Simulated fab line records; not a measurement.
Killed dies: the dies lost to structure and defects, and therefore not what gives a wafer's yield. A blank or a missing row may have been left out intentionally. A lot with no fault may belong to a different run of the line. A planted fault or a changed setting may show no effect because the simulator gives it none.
Chamber matching ; flow n5_finfet ; 4 sister chambers for N5_FIN_SAQP_MANDREL2_REMOVE_60 on rie_si-01
The step chemistry HBr/Cl2/O2, target a-Si, stops on SiNx, bt time 10 s. 22 wafers are shown with their chamber, then 11 later ones without.

WAFERS PAIRED WITH THEIR CHAMBERS
wafer;chamber;throttle_valve_pct (%);drypump_motor_current_A (A);oes_o_777_au (a.u.)
L074.1;1;36.7;5.4;0.97
L074.4;0;36.7;6.5;0.99
L074.6;2;37.7;6.1;1.01
L075.1;2;37.7;6.1;1.01
L075.4;3;36.6;5.4;0.99
L075.6;1;36.7;5.4;0.97
L077.2;1;36.7;5.4;0.97
L077.3;3;36.6;5.4;0.98
L077.5;0;36.7;6.4;0.99
L078.1;0;36.7;6.4;0.99
L078.2;1;36.7;5.4;0.98
L078.3;3;36.6;5.4;0.99
L079.3;2;37.7;6.1;1.00
L079.4;3;36.6;5.4;0.98
L079.5;0;36.7;6.4;0.99
L080.2;2;37.7;6.2;1.00
L080.3;1;36.7;5.4;0.97
L080.6;0;36.7;6.4;0.99
L083.1;0;36.6;6.4;1.00
L083.5;3;36.6;5.4;0.99
L083.6;0;36.6;6.4;1.00
L094.1;1;36.7;5.4;0.98

SIGNATURES (averages over the wafers above)
reading;chamber 0;chamber 1;chamber 2;chamber 3;scatter within a chamber
throttle_valve_pct;36.671;36.700;37.700;36.600;0.0282
drypump_motor_current_A;6.414;5.400;6.125;5.400;0.0299
oes_o_777_au;0.9929;0.9733;1.0050;0.9860;0.00525
Rule: a wafer's distance from a chamber is the root of the sum, over the readings, of the square of ((its reading less the chamber's mean) divided by the reading's scatter). The wafer belongs to the nearest chamber; if the next one is less than 2 further off, it can't be placed. The scatter: take each reading less its chamber's mean, square it, sum over the shown wafers, divide by the number of wafers less the number of chambers, and take the root.

WAFERS MISSING THEIR CHAMBER
wafer;throttle_valve_pct (%);drypump_motor_current_A (A);oes_o_777_au (a.u.)
L094.4;37.7;6.1;1.01
L094.5;36.7;6.4;1.00
L095.1;36.7;5.4;0.97
L095.4;36.7;6.5;0.99
L095.6;36.6;5.4;0.99
L096.3;36.6;5.4;0.98
L096.5;36.6;5.4;0.99
L096.6;36.7;6.4;1.00
L097.1;37.7;6.2;1.01
L097.2;36.7;5.4;0.98
L097.5;36.7;6.4;0.99

WHICH CHAMBER EACH ONE RAN IN
wafer;from the rows above;in truth
L094.4;2;2
L094.5;0;0
L095.1;1;1
L095.4;0;0
L095.6;3;3
L096.3;3;3
L096.5;3;3
L096.6;0;0
L097.1;2;2
L097.2;1;1
L097.5;0;0
Correct placement for 11 of the 11. Can't be placed from these rows: 0. 0 placed wrongly.
